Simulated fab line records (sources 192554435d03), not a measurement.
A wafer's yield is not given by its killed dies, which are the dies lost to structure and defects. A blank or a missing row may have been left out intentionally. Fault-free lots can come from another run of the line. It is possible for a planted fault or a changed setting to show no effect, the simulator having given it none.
A sampling plan put to the test    flow n5-finfet    one fab line, 71 faults that these records tell of, each judged on the records of the lots that it struck; 3 more are left out, because the records don't allow judging them
The plan is the line's own looks: the steps of the route at which a gauge or an inspection reads the wafer and doesn't change it. A look can be judged if struck wafers have a number there and the file gives its usual mean and standard deviation on fault-free wafers. Caught: a look later than the fault's first step finds the struck wafers' mean 4 or more of those standard deviations (sigma) from the usual mean. On the tool: here the same test is run on the tool's own readings at the fault's steps. A different recipe on the struck wafers counts as caught too, as does a record blank only for those wafers.

THE FAULTS, as the simulator had put them in
1. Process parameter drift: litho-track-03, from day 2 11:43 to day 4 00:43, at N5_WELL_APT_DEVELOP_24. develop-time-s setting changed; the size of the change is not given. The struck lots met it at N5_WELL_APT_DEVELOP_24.
2. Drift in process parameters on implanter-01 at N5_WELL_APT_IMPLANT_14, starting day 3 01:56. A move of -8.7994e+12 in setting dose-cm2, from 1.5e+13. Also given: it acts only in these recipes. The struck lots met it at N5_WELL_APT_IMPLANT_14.
3. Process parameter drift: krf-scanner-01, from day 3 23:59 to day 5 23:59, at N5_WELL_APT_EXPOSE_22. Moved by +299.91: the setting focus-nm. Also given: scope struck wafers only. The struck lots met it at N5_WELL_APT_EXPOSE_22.
4. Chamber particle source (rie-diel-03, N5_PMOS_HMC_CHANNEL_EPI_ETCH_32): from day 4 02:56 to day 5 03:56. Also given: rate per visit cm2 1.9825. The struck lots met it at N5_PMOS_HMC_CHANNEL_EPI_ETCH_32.
5. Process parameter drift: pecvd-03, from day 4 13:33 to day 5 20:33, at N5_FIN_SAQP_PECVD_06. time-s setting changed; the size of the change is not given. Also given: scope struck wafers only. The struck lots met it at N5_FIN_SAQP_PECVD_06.
6. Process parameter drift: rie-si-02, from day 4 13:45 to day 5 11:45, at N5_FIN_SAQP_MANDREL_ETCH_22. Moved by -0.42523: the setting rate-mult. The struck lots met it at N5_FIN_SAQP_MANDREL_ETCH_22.
7. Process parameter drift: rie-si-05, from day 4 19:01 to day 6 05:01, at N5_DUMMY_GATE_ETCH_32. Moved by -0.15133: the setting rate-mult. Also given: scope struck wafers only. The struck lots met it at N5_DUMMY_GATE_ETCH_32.
8. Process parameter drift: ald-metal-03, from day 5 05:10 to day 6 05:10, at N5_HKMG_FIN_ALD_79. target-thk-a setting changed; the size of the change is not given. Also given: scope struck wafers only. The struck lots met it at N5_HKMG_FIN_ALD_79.
9. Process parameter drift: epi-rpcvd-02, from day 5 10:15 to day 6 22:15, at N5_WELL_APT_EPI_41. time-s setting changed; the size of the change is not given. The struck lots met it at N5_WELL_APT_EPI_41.
10. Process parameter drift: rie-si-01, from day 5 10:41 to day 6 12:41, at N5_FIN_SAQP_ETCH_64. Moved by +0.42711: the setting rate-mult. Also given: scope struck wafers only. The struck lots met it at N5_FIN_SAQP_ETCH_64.
11. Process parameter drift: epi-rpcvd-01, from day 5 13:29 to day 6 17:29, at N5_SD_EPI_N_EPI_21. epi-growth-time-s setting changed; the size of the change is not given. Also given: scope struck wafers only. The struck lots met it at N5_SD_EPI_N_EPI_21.
12. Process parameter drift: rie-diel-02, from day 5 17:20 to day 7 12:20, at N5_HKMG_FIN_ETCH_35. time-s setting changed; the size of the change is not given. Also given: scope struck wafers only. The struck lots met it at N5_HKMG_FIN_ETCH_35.
13. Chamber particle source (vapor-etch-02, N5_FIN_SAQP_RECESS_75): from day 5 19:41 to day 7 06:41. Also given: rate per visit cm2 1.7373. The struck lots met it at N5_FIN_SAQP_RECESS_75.
14. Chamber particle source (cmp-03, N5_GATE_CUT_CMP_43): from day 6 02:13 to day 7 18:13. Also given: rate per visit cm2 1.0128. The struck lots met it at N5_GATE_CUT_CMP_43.
15. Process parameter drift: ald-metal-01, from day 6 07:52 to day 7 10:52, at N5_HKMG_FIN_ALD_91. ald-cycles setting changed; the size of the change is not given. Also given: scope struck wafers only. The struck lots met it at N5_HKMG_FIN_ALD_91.
16. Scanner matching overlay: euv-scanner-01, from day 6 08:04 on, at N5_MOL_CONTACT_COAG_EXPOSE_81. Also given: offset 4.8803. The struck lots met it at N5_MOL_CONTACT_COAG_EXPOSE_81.
17. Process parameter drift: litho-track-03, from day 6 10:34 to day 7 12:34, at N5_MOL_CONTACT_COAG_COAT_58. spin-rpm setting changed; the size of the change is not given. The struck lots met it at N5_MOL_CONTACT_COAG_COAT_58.
18. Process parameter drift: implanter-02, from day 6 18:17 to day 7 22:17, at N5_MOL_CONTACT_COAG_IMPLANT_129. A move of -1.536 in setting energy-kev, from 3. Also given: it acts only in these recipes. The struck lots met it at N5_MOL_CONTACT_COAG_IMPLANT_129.
19. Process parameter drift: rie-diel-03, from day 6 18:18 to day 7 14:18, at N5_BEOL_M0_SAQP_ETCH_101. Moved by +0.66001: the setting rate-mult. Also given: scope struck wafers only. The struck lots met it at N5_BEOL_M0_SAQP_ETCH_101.
20. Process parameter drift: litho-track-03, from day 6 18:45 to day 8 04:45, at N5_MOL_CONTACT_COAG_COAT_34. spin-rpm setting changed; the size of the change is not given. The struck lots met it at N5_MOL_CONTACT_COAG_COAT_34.
21. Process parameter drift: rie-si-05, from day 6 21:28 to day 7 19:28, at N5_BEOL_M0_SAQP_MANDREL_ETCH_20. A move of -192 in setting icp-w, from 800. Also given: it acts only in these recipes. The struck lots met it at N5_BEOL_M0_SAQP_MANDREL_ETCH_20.
22. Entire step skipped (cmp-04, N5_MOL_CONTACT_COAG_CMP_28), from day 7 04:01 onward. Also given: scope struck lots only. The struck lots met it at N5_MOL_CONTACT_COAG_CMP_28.
23. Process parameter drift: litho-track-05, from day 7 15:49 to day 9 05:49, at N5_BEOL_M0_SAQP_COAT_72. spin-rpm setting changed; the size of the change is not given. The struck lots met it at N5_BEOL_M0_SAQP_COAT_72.
24. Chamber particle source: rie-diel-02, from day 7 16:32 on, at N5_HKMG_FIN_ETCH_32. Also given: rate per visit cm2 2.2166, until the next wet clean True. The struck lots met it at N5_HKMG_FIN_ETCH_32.
25. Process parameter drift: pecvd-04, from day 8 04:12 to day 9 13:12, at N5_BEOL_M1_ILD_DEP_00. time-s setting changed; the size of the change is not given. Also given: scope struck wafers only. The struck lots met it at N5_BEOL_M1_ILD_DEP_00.
26. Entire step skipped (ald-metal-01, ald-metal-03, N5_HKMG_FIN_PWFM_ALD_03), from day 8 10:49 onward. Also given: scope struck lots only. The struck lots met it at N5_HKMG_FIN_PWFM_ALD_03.
27. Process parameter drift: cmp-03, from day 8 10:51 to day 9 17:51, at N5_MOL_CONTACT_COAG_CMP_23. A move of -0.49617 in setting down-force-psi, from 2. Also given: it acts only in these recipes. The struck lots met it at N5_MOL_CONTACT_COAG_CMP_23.
28. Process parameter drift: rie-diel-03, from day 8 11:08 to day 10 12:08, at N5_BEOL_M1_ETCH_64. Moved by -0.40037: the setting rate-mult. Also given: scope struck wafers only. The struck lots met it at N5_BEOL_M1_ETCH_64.
29. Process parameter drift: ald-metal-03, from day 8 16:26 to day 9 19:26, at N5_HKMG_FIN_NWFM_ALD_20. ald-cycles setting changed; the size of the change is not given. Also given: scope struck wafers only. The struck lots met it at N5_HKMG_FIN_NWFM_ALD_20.
30. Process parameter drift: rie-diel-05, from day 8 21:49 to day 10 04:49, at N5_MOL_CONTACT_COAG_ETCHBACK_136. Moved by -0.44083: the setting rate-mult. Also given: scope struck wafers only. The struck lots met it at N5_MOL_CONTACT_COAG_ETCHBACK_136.
31. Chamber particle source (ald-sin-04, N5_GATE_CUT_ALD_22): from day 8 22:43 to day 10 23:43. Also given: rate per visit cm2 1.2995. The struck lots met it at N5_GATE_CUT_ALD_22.
32. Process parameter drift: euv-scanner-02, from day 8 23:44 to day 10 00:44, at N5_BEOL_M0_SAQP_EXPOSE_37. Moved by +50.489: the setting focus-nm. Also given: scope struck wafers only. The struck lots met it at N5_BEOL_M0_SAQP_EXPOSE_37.
33. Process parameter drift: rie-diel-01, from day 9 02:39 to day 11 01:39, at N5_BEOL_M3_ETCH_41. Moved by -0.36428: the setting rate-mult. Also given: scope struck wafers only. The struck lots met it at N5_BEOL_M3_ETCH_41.
34. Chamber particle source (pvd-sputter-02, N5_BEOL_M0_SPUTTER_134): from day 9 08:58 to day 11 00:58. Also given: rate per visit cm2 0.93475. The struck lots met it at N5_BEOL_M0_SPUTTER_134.
35. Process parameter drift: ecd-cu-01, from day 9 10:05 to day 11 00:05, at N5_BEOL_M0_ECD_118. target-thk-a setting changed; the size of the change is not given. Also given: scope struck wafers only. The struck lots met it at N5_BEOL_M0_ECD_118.
36. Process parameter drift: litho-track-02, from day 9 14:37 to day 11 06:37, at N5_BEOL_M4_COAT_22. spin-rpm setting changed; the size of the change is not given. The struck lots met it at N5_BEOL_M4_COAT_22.
37. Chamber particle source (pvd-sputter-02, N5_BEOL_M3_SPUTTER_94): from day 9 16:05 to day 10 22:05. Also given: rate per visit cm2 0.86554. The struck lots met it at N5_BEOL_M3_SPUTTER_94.
38. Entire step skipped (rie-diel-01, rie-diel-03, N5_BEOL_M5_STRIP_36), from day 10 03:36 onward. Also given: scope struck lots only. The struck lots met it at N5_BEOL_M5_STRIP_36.
39. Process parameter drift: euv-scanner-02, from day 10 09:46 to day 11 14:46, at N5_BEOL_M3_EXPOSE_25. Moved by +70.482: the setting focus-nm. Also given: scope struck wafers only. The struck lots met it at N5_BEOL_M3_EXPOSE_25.
40. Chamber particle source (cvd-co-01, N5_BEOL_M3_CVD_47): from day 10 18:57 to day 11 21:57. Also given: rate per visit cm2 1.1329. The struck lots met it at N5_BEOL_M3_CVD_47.
41. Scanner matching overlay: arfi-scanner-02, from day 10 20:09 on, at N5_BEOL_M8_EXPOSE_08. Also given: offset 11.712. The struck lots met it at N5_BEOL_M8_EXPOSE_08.
42. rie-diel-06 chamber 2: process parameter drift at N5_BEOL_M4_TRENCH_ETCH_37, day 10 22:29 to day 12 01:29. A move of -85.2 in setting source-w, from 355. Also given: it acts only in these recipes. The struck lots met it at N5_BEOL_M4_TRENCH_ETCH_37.
43. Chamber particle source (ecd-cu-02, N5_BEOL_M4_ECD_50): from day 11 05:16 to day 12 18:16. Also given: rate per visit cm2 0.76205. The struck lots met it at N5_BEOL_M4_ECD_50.
44. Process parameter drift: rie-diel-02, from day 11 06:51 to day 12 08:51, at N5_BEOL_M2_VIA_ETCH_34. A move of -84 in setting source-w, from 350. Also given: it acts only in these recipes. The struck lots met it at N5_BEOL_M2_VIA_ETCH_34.
45. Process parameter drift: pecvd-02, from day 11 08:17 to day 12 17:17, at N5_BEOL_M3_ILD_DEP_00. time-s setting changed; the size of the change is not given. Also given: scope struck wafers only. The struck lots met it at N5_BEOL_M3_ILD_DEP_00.
46. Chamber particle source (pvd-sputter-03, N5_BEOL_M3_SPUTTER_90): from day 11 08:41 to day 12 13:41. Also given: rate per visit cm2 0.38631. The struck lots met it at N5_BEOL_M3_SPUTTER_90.
47. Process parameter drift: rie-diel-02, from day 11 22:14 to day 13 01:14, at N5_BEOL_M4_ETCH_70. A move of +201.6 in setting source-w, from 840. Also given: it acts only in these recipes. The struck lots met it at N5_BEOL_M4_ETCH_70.
48. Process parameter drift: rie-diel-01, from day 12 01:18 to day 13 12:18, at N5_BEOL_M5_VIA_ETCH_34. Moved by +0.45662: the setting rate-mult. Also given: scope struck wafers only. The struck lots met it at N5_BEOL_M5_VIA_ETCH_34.
49. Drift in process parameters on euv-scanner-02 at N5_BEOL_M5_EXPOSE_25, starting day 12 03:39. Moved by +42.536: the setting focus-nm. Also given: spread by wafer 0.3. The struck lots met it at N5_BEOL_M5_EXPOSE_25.
50. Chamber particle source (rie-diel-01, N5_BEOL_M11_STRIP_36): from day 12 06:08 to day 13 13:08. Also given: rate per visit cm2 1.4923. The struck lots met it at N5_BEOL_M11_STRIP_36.
51. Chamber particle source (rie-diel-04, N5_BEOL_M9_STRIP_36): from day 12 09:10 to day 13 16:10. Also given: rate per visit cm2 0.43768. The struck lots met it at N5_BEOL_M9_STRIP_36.
52. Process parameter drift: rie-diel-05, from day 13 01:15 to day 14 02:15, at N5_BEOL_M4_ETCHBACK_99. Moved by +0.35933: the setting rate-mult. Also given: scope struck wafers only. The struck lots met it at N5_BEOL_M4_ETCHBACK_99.
53. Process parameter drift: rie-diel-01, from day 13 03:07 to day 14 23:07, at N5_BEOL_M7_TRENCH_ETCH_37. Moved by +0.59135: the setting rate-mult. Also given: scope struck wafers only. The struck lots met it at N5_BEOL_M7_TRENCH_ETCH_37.
54. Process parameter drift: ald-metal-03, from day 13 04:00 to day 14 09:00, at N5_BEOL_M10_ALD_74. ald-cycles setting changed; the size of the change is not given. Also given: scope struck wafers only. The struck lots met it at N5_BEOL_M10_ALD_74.
55. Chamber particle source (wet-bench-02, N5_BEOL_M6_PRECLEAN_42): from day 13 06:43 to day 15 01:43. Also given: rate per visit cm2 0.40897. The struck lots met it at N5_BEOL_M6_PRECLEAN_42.
56. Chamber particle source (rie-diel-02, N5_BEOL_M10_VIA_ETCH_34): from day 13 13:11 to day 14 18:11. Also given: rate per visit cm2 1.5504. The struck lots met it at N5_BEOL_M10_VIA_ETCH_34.
57. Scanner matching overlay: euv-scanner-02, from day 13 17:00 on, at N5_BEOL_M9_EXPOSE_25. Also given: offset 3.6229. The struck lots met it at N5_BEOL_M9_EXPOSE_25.
58. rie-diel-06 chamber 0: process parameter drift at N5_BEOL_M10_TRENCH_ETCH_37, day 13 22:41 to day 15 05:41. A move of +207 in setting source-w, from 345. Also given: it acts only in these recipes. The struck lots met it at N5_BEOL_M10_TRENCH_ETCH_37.
59. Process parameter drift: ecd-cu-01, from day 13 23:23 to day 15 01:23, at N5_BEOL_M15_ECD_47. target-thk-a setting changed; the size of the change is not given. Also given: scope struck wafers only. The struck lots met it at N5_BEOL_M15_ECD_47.
60. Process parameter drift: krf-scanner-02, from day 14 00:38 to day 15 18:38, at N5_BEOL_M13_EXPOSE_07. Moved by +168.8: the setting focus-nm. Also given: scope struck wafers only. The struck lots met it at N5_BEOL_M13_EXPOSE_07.
61. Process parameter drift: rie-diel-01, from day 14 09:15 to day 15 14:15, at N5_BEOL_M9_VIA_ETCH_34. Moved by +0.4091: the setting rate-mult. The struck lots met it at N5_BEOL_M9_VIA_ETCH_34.
62. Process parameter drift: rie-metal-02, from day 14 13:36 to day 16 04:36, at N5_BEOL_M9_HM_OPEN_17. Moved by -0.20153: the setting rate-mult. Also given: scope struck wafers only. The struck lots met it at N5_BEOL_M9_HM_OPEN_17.
63. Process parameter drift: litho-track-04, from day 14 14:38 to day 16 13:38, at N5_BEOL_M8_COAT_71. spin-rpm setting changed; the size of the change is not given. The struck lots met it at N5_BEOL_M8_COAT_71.
64. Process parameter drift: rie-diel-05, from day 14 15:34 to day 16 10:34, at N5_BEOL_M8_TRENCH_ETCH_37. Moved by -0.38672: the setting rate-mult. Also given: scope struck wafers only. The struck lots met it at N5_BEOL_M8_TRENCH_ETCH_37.
65. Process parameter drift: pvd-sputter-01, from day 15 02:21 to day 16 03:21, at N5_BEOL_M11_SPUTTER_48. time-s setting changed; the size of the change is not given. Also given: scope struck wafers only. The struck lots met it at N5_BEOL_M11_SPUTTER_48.
66. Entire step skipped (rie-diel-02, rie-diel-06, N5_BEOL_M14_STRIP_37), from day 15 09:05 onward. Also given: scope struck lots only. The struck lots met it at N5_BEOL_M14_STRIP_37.
67. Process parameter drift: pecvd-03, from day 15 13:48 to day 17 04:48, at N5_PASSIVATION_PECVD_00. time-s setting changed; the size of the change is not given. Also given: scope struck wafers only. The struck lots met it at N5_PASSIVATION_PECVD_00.
68. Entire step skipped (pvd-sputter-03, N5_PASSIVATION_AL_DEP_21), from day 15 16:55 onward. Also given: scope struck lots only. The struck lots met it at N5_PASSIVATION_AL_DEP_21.
69. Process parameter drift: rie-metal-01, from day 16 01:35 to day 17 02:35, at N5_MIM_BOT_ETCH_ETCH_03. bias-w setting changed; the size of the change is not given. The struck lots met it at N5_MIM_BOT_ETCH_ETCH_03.
70. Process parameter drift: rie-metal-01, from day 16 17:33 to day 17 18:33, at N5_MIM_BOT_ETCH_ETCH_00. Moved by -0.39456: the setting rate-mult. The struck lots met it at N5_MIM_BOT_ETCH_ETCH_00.
71. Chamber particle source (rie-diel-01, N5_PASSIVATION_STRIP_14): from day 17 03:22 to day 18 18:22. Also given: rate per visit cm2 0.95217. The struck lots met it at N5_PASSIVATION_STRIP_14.

WHAT THE PLAN SAW
fault  on the tool itself                                first look that catches it                       reading, sigma                                                  median hours from its first step to that look  hours from the fault's start to the first struck lot there  judged looks passed uncaught
1      under 2 sigma                                     not the one look that can be judged after it     -                                                               -                                              -                                                           1
2      dose-ions-cm2 -99 or beyond sigma                 N5_BEOL_M4_RC_MEAS_101                           RS_NWELL +88                                                    180.9                                          193                                                         1
3      under 2 sigma                                     N5_WELL_APT_CD_MEAS_25                           cd-nm -5.4                                                      0.2                                            3                                                           0
4      under 2 sigma                                     not the one look that can be judged after it     -                                                               -                                              -                                                           1
5      under 2 sigma                                     N5_FIN_SAQP_THK_MEAS_07                          thk-nm +12                                                      0.1                                            26                                                          0
6      oes-product-au -4.2 sigma                         N5_FIN_SAQP_INSPECT_40                           raw-defect-count +19                                            4.9                                            15                                                          0
7      only faintly: oes-product-au -3.8 sigma           not the one look that can be judged after it     strongest: DIBL_P at N5_BEOL_M4_RC_MEAS_101, +2.0               -                                              -                                                           1
8      under 2 sigma                                     none of the 2 looks that can be judged after it  strongest: ION_P at N5_BEOL_M4_RC_MEAS_101, -2.4                -                                              -                                                           2
9      run-length-s +37 sigma                            N5_BEOL_M4_RC_MEAS_101                           RS_PWELL -18                                                    173.5                                          181                                                         0
10     oes-product-au +12 sigma                          not the one look that can be judged after it     -                                                               -                                              -                                                           1
11     under 2 sigma                                     N5_SD_EPI_N_EPI_MEAS_23                          thk-nm -10                                                      1.7                                            6                                                           0
12     run-length-s +26 sigma                            not the one look that can be judged after it     -                                                               -                                              -                                                           1
13     under 2 sigma                                     N5_FIN_SAQP_INSPECT_40                           raw-defect-count +13                                            3.9                                            6                                                           1
14     under 2 sigma                                     not the one look that can be judged after it     -                                                               -                                              -                                                           1
15     under 2 sigma                                     N5_BEOL_M4_RC_MEAS_101                           IOFF_N_LONG +40                                                 111.6                                          133                                                         0
16     no reading that can be judged                     N5_MOL_CONTACT_COAG_OVL_MEAS_85                  VG_OVL +6.2                                                     0.2                                            2                                                           0
17     spin-speed-rpm +99 or beyond sigma                not the one look that can be judged after it     -                                                               -                                              -                                                           1
18     beam-energy-keV -99 or beyond sigma               not the one look that can be judged after it     strongest: RC_N at N5_BEOL_M4_RC_MEAS_101, +2.9                 -                                              -                                                           1
19     oes-product-au +4.3 sigma                         not the one look that can be judged after it     -                                                               -                                              -                                                           1
20     spin-speed-rpm +63 sigma                          not the one look that can be judged after it     -                                                               -                                              -                                                           1
21     rf-fwd-power-W -64 sigma                          not the one look that can be judged after it     -                                                               -                                              -                                                           1
22     the tool's record is blank for the struck wafers  no look after it can be judged                   -                                                               -                                              -                                                           0
23     spin-speed-rpm -59 sigma                          not the one look that can be judged after it     -                                                               -                                              -                                                           1
24     under 2 sigma                                     no look after it can be judged                   -                                                               -                                              -                                                           0
25     under 2 sigma                                     N5_BEOL_M1_THK_MEAS_01                           M1_ILD_THK +10                                                  0.1                                            3                                                           0
26     the tool's record is blank for the struck wafers  N5_BEOL_M4_RC_MEAS_101                           VT_P_LONG -35                                                   111.4                                          118                                                         1
27     head-pressure-psi -99 or beyond sigma             none of the 2 looks that can be judged after it  strongest: MD_CAP_THK at N5_MOL_CONTACT_COAG_THK_MEAS_29, +3.0  -                                              -                                                           2
28     under 2 sigma                                     N5_BEOL_M1_OCD_MEAS_38                           trench-depth-nm -41                                             17.5                                           24                                                          2
29     under 2 sigma                                     N5_BEOL_M4_RC_MEAS_101                           VT_N_LONG +20                                                   109.5                                          113                                                         0
30     under 2 sigma                                     no look after it can be judged                   -                                                               -                                              -                                                           0
31     under 2 sigma                                     no look after it can be judged                   -                                                               -                                              -                                                           0
32     no reading that can be judged                     N5_BEOL_M0_SAQP_CD_MEAS_40                       cd-nm -9.5                                                      0.1                                            4                                                           0
33     under 2 sigma                                     not the one look that can be judged after it     -                                                               -                                              -                                                           1
34     under 2 sigma                                     no look after it can be judged                   -                                                               -                                              -                                                           0
35     no reading that can be judged                     not the one look that can be judged after it     -                                                               -                                              -                                                           1
36     spin-speed-rpm +99 or beyond sigma                not the one look that can be judged after it     -                                                               -                                              -                                                           1
37     under 2 sigma                                     not the one look that can be judged after it     -                                                               -                                              -                                                           1
38     the tool's record is blank for the struck wafers  none of the 2 looks that can be judged after it  -                                                               -                                              -                                                           2
39     under 2 sigma                                     N5_BEOL_M3_CD_MEAS_28                            cd-nm -26                                                       0.1                                            6                                                           0
40     no reading that can be judged                     not the one look that can be judged after it     -                                                               -                                              -                                                           1
41     under 2 sigma                                     N5_BEOL_M8_OVL_MEAS_12                           M8_OVL +15                                                      0.2                                            2                                                           1
42     rf-fwd-power-W -55 sigma                          none of the 2 looks that can be judged after it  strongest: trench-depth-nm at N5_BEOL_M4_OCD_MEAS_38, -3.0      -                                              -                                                           2
43     no reading that can be judged                     not the one look that can be judged after it     -                                                               -                                              -                                                           1
44     rf-fwd-power-W -70 sigma                          not the one look that can be judged after it     -                                                               -                                              -                                                           1
45     under 2 sigma                                     N5_BEOL_M3_THK_MEAS_01                           M3_ILD_THK +19                                                  0.1                                            3                                                           0
46     under 2 sigma                                     none of the 2 looks that can be judged after it  -                                                               -                                              -                                                           2
47     rf-fwd-power-W +74 sigma                          not the one look that can be judged after it     -                                                               -                                              -                                                           1
48     only faintly: oes-product-au +3.9 sigma           no look after it can be judged                   -                                                               -                                              -                                                           0
49     under 2 sigma                                     no look after it can be judged                   -                                                               -                                              -                                                           0
50     under 2 sigma                                     not the one look that can be judged after it     -                                                               -                                              -                                                           1
51     under 2 sigma                                     no look after it can be judged                   -                                                               -                                              -                                                           0
52     under 2 sigma                                     not the one look that can be judged after it     -                                                               -                                              -                                                           1
53     oes-product-au +4.5 sigma                         N5_BEOL_M7_OCD_MEAS_38                           trench-depth-nm +26                                             0.2                                            1                                                           0
54     under 2 sigma                                     N5_BEOL_M15_RC_MEAS_101                          COMB_M10 +20                                                    42.4                                           44                                                          1
55     no reading that can be judged                     no look after it can be judged                   -                                                               -                                              -                                                           0
56     under 2 sigma                                     not the one look that can be judged after it     -                                                               -                                              -                                                           1
57     no reading that can be judged                     N5_BEOL_M9_OVL_MEAS_29                           V8_OVL +6.3                                                     0.2                                            5                                                           1
58     rf-fwd-power-W +99 or beyond sigma                N5_BEOL_M10_OCD_MEAS_38                          trench-depth-nm +9.0                                            0.2                                            29                                                          0
59     no reading that can be judged                     no look after it can be judged                   -                                                               -                                              -                                                           0
60     under 2 sigma                                     N5_BEOL_M13_CD_MEAS_10                           cd-nm -37                                                       0.2                                            0                                                           0
61     only faintly: oes-product-au +3.7 sigma           no look after it can be judged                   -                                                               -                                              -                                                           0
62     under 2 sigma                                     no look after it can be judged                   -                                                               -                                              -                                                           0
63     spin-speed-rpm -37 sigma                          none of the 3 looks that can be judged after it  -                                                               -                                              -                                                           3
64     only faintly: oes-product-au -2.2 sigma           N5_BEOL_M8_OCD_MEAS_38                           trench-depth-nm -17                                             0.2                                            6                                                           0
65     under 2 sigma                                     no look after it can be judged                   -                                                               -                                              -                                                           0
66     the tool's record is blank for the struck wafers  no look after it can be judged                   -                                                               -                                              -                                                           0
67     under 2 sigma                                     none of the 3 looks that can be judged after it  -                                                               -                                              -                                                           3
68     the tool's record is blank for the struck wafers  no look after it can be judged                   -                                                               -                                              -                                                           0
69     bias-w +62 sigma                                  no look after it can be judged                   -                                                               -                                              -                                                           0
70     under 2 sigma                                     no look after it can be judged                   -                                                               -                                              -                                                           0
71     under 2 sigma                                     no look after it can be judged                   -                                                               -                                              -                                                           0
A dash: this means the fault isn't caught or the number doesn't appear in these records.

Caught at a look: 23 of 71. Caught on the tool: 25 of 71. By one or the other: 42 of 71.
Faults 10, 12, 17, 18, 19, 20, 21, 22, 23, 27, 36, 38, 42, 44, 47, 63, 66, 68, 69 were caught on the tool alone.
Caught at a look alone: faults 3, 5, 11, 13, 15, 16, 25, 28, 29, 32, 39, 41, 45, 54, 57, 60, 64.
Caught by neither: faults 1, 4, 7, 8, 14, 24, 30, 31, 33, 34, 35, 37, 40, 43, 46, 48, 49, 50, 51, 52, 55, 56, 59, 61, 62, 65, 67, 70, 71.

THINNER SAMPLING
If the look that catches a fault measured only every second or every third lot, by lot number, the first struck lot would be measured this late in the worst case:
fault  struck lots at that look, in order of time  every lot  every second lot  every third lot
2      L907                                        193 h      may miss it       may miss it
3      L466, L468                                  3 h        may miss all 2    may miss all 2
5      L791                                        26 h       may miss it       may miss it
6      L657, L658                                  15 h       18 h              may miss all 2
9      L198, L199                                  181 h      185 h             may miss all 2
11     L546, L547                                  6 h        14 h              may miss all 2
13     L378, L379                                  6 h        13 h              may miss all 2
15     L384                                        133 h      may miss it       may miss it
16     L663, L668                                  2 h        36 h              may miss all 2
25     L436, L440                                  3 h        may miss all 2    may miss all 2
26     L575, L574                                  118 h      118 h             may miss all 2
28     L679, L681, L682                            24 h       51 h              may miss all 3
29     L852, L854                                  113 h      may miss all 2    may miss all 2
32     L271, L272, L275                            4 h        7 h               may miss all 3
39     L183, L182                                  6 h        9 h               may miss all 2
41     L292, L295                                  2 h        9 h               may miss all 2
45     L257, L259                                  3 h        may miss all 2    may miss all 2
53     L264, L267                                  1 h        27 h              may miss all 2
54     L982, L984, L987                            44 h       79 h              may miss all 3
57     L461, L466                                  5 h        27 h              may miss all 2
58     L677                                        29 h       may miss it       may miss it
60     L619, L623, L625                            0 h        may miss all 3    may miss all 3
64     L522, L524                                  6 h        may miss all 2    may miss all 2
The hour figures run from when the fault began to the first measured lot among those it struck. 4 sigma limit: tested on the pooled struck wafers, so a lone lot may be under it. Other struck lots may not be in these records.

THE LONGEST TIMED WAY FROM STEP TO LOOK
In fault 2, a median of 180.9 hours elapses between N5_WELL_APT_IMPLANT_14 and N5_BEOL_M4_RC_MEAS_101. The look between them that can be judged stayed within 4 sigma: N5_WELL_APT_INSPECT_27.
